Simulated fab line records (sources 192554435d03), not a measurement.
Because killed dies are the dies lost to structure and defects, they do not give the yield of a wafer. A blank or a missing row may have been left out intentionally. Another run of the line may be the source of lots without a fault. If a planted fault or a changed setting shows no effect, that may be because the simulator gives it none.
A struck lot beside a sound one    flow n5Finfet    38 steps out of a route of 1938
Sound: these wafers, L524.2, L524.4, L524.6. Wafers struck: L527.2, L527.3, L527.5. Last of all comes the cause.
Each step with rows lists, per side, the tool, then ch with its chambers, then its first start. Under that, the readings that differ: sound wafers    struck wafers    difference of the means    sigmas: that difference in standard deviations of wafers without a fault.
alike: words and numbers the same on both sides, and readings whose means are apart by under 2 such deviations; not compared: readings that were withheld, readings missing a value for some wafer, numbers with overlapping values and no deviation given by the record, and bounds like >300 which may hide the same value.
A row with sigmas, a row that says differs or no value, or rows on one side alone: a step with any of these is where the two part. Numbers that don't overlap but have no deviation are shown without sigmas and don't part them. A reading missing from all wafers of one side parts the sides only when that side holds two or more wafers.

first, 9 steps without rows for these wafers: N5_BEOL_M1_COAT_76 (time 60 s, resist thk 5 nm); N5_BEOL_M1_COAT_22 (resist thk 30 nm); N5_BEOL_M1_EBR_24; N5_BEOL_M1_SOFTBAKE_23 (time 60 s); N5_BEOL_M1_EXPOSE_25 (exposes mask V0, defocus 5 nm, target cd 24 nm); N5_BEOL_M1_PEB_26 (peb time 60 s); N5_BEOL_M1_DEVELOP_27 (develop time 30 s); N5_BEOL_M1_DESCUM_33 (chemistry O2, time 7 s); N5_BEOL_M1_ETCH_77 (etches underlayer in N2/H2, target depth 6.5 nm, time 5.2 s).
N5_BEOL_M1_ETCH_69: etches SiARC in CF4, target depth 15.6 nm, time 26 s.
  sound on rieDiel-03 ch 0,2, day 9 00:33; struck on rieDiel-03 ch 1,2,3, day 9 23:20
  alike: drypumpMotorCurrentA, etchRfOnTimeS, oesProductAu, rfFwdPowerW, rfVppV, showerheadPlenumPTorr, throttleValvePct
  not compared: rfHoursCounterH
then, 27 steps without rows for these wafers: N5_BEOL_M1_ALD_98 (deposits SiO2, target thk 2.5 nm, pulse time 1 s, co reactant pulse time 1 s); N5_BEOL_M1_ETCHBACK_99 (etches SiO2 in CHF3, target depth 5 nm, time 10.4 s); N5_BEOL_M1_ETCH_70 (etches SOC in N2/H2, target depth 80 nm, overetch 16 nm, time 120 s); N5_BEOL_M1_STRIP_71 (strips in N2/H2); N5_BEOL_M1_STRIP_78 (strips in N2/H2); N5_BEOL_M1_VIA_ETCH_34 (etches the open film in C4F6/O2, target depth 67.8 nm, time 64.4 s); N5_BEOL_M1_STRIP_83 (strips in C4F6/O2); N5_BEOL_M1_STRIP_36 (strips in N2/H2); N5_BEOL_M1_TRENCH_ETCH_37 (etches SiOC in C4F6/O2, target depth 55.207 nm, time 29 s); N5_BEOL_M1_ETCH_41 (etches SiCN in CH3F/O2, target depth 31.9 nm, time 57.8 s); N5_BEOL_M1_STRIP_97 (strips in N2/H2, time 10 s); N5_BEOL_M1_HM_STRIP_39 (strips TiN in peroxide tin strip, target depth 25 nm, time 158 s); N5_BEOL_M1_SRD_40 (time 30 s); N5_BEOL_M1_PRECLEAN_42 (cleans in residue remover, time 60 s); N5_BEOL_M1_SRD_43 (time 30 s); N5_BEOL_M1_DEGAS_44 (time 60 s); N5_BEOL_M1_PRE_CLEAN_45 (time 30 s); N5_BEOL_M1_ALD_84 (deposits TaN, pulse time 2 s, purge time 3 s, co reactant purge time 2 s); N5_BEOL_M1_SURFACE_TREAT_85; N5_BEOL_M1_CVD_47 (deposits Co from CCTBA/H2, target thk 3 nm, time 223.8 s); N5_BEOL_M1_SPUTTER_48 (material Cu, target thk 4.5 nm, time 8.29 s); N5_BEOL_M1_ANNEAL_49 (time 240 s); N5_BEOL_M1_SPUTTER_79 (material Cu, target thk 4.5 nm, time 8.29 s); N5_BEOL_M1_ANNEAL_80 (time 240 s); N5_BEOL_M1_SPUTTER_81 (material Cu, target thk 4.5 nm, time 8.29 s); N5_BEOL_M1_ANNEAL_82 (time 240 s); N5_BEOL_M1_SPUTTER_86 (material Cu, target thk 4.5 nm, time 8.29 s).
-- here the record skips 6 days between the struck wafers' starts before and after, leaving off in module BEOL_M1 and picking up in module PASSIVATION (first step shown: number 1936 of the route) --
N5_PASSIVATION_PROBE_49:
  the record has rows for the struck wafers here (prober-01, day 16 05:00) and none for the sound ones

WHERE THEY PART
At N5_PASSIVATION_PROBE_49 and nowhere else, as far as this record goes.

WHY: what the simulator had put in
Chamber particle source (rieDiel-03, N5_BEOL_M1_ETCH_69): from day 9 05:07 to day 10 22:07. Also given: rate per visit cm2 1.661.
